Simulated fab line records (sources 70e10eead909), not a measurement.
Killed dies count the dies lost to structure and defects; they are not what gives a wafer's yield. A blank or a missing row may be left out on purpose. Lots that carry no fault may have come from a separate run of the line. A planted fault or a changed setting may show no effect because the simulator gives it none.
Problem report, 8D (eight disciplines) form, completed by code / flow nand harc / the parts of the form that need people (team, actions taken, sign-off) are left out

1. WHAT IS WRONG
killed at array at NHARC_END_SORT_01 reads a mean of 668 on 2 wafers of 2 lots; wafers without a fault read 29 with a standard deviation of 11. Measured from the usual mean, that is +58 standard deviations.
The first sign was on wafer L324.1 at day 21 06:13, on prober-01. At this step, 6 wafers from 2 lots have a number in the record. Rule for "out" (also "out of limits"): further than 4 standard deviations from the usual mean. Any other wafer with a number is counted as sound.

2. WHAT IT IS, AND WHAT IT ISN'T
question=which readings at this step | is=killed at array, killed dies | is not=killed at other, killed at periphery, killed open, killed short
question=which lots | is=L324, L326 | is not=-
question=which wafers of those lots | is=L324.1, L326.1 | is not=L324.2, L324.4, L326.4, L326.5
question=read on which gauges | is=prober-01 | is not=-
question=when | is=from day 21 06:13 | is not=up to then (0 sound wafers); but 4 sound wafers of L324, L326 came after

3. WHAT RULES OUT EACH SUSPECT
Counting: a tool at a process step up to the reading stays a suspect if it ran every lot that is out. Sound lots after the first of them don't rule it out here, since some wafers of a struck lot are sound.
- the gauge at NHARC_END_SORT_01: kept. All the wafers that are out were read on prober-01, and no step on other tools shows them out.
- acl dep-03 at NHARC_A_CONTACT_DEP_28 (deposits aC, target thk 3600 nm): kept. It ran every lot that is out, first L324 (day 17 14:44).
What counting leaves: acl dep-03 at NHARC_A_CONTACT_DEP_28 and prober-01 at NHARC_END_SORT_01.

4. THE CAUSE (what the simulator had put in)
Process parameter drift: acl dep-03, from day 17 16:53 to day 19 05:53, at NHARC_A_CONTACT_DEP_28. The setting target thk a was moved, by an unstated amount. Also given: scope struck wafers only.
2 suspects survive the count, and this tool is in that group.

5. THE CHAIN OF EFFECTS, in route order
Each row: a reading whose mean over the struck wafers that have a number lies more than 3 standard deviations from the usual. Readings are gone through only where the record gives a usual standard deviation; hours: the median, over the lots, of the time from a lot's start at the first step in this table giving one to that lot's start at this step; sigmas: the change measured in usual standard deviations.
hours=0; step=NHARC_END_SORT_01; reading=killed at array; usual=29; on struck wafers=668; change=+638; sigmas=+58
hours=0; step=NHARC_END_SORT_01; reading=killed dies; usual=33; on struck wafers=670; change=+638; sigmas=+53

6. WHAT WOULD HAVE CAUGHT IT SOONER
The first out-of-limits reading at a measuring or inspecting step in this record came at day 21 06:13, 85 hours after the fault's start at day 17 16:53.
Tool readings at NHARC_A_CONTACT_DEP_28 with a usual standard deviation given in the record: none out on any struck wafer, hence no alarm at a limit of 4 standard deviations on them.
By day 21 06:13 the whole set of lots that are out, 2 in number, had already begun NHARC_A_CONTACT_DEP_28 on acl dep-03. A hold on the tool at that time would have spared none of them.
